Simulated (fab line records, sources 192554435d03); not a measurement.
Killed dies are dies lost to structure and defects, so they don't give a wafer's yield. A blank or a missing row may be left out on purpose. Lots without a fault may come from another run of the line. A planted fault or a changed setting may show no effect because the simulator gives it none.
Chamber matching | flow n5_finfet | N5_BEOL_M14_ETCH_68 on rie_diel-05: 4 sister chambers
The step etches SOC in N2/H2, time 450 s. 18 wafers are shown with their chamber, then 9 later ones without.

WAFERS WITH THEIR CHAMBER
wafer  | chamber | showerhead_plenum_p_Torr (Torr) | drypump_motor_current_A (A) | throttle_valve_pct (%)
L075.3 | 3       | 2.49                            | 5.7                         | 17.96
L075.4 | 0       | 2.46                            | 5.4                         | 17.84
L075.6 | 3       | 2.49                            | 5.7                         | 17.97
L076.2 | 0       | 2.46                            | 5.5                         | 17.87
L076.3 | 2       | 2.68                            | 6.5                         | 17.70
L076.5 | 2       | 2.68                            | 6.5                         | 17.71
L077.2 | 3       | 2.48                            | 5.7                         | 17.97
L077.3 | 2       | 2.68                            | 6.4                         | 17.71
L077.5 | 0       | 2.46                            | 5.5                         | 17.85
L083.4 | 0       | 2.45                            | 5.5                         | 17.86
L083.5 | 3       | 2.48                            | 5.8                         | 17.98
L083.6 | 2       | 2.68                            | 6.5                         | 17.72
L088.1 | 1       | 2.47                            | 5.4                         | 17.48
L088.3 | 3       | 2.47                            | 5.7                         | 18.02
L088.4 | 3       | 2.47                            | 5.7                         | 18.01
L094.2 | 0       | 2.45                            | 5.5                         | 17.90
L094.3 | 3       | 2.47                            | 5.7                         | 18.04
L094.6 | 2       | 2.67                            | 6.5                         | 17.72

SIGNATURES (means of the wafers above)
reading                  | chamber 0 | chamber 1 | chamber 2 | chamber 3 | scatter within a chamber
showerhead_plenum_p_Torr | 2.4560    | 2.4700    | 2.6780    | 2.4786    | 0.007
drypump_motor_current_A  | 5.480     | 5.400     | 6.480     | 5.714     | 0.0419
throttle_valve_pct       | 17.8640   | 17.4800   | 17.7120   | 17.9929   | 0.0238
Rule: a wafer's distance from a chamber is the root of the sum, over the readings, of the square of ((its reading less the chamber's mean) divided by the reading's scatter). The wafer belongs to the nearest chamber; if the next one is less than 2 further off, it can't be placed. The scatter: the root of (the sum of the squares of (reading less its chamber's mean) over the shown wafers, divided by (wafers less chambers)).

WAFERS WITHOUT THEIR CHAMBER
wafer  | showerhead_plenum_p_Torr (Torr) | drypump_motor_current_A (A) | throttle_valve_pct (%)
L089.3 | 2.67                            | 6.5                         | 17.75
L089.4 | 2.45                            | 5.5                         | 17.90
L089.5 | 2.45                            | 5.5                         | 17.90
L095.1 | 2.67                            | 6.5                         | 17.77
L095.3 | 2.47                            | 5.5                         | 17.49
L095.5 | 2.47                            | 5.7                         | 18.04
L096.1 | 2.67                            | 6.5                         | 17.77
L096.2 | 2.47                            | 5.4                         | 17.51
L096.5 | 2.45                            | 5.5                         | 17.89

WHICH CHAMBER EACH WENT THROUGH
wafer  | from the rows above | in truth
L089.3 | 2                   | 2
L089.4 | 0                   | 0
L089.5 | 0                   | 0
L095.1 | 2                   | 2
L095.3 | 1                   | 1
L095.5 | 3                   | 3
L096.1 | 2                   | 2
L096.2 | 1                   | 1
L096.5 | 0                   | 0
Placed correctly: 9 of 9. Can't be placed from these rows: 0. Placed wrongly: 0.
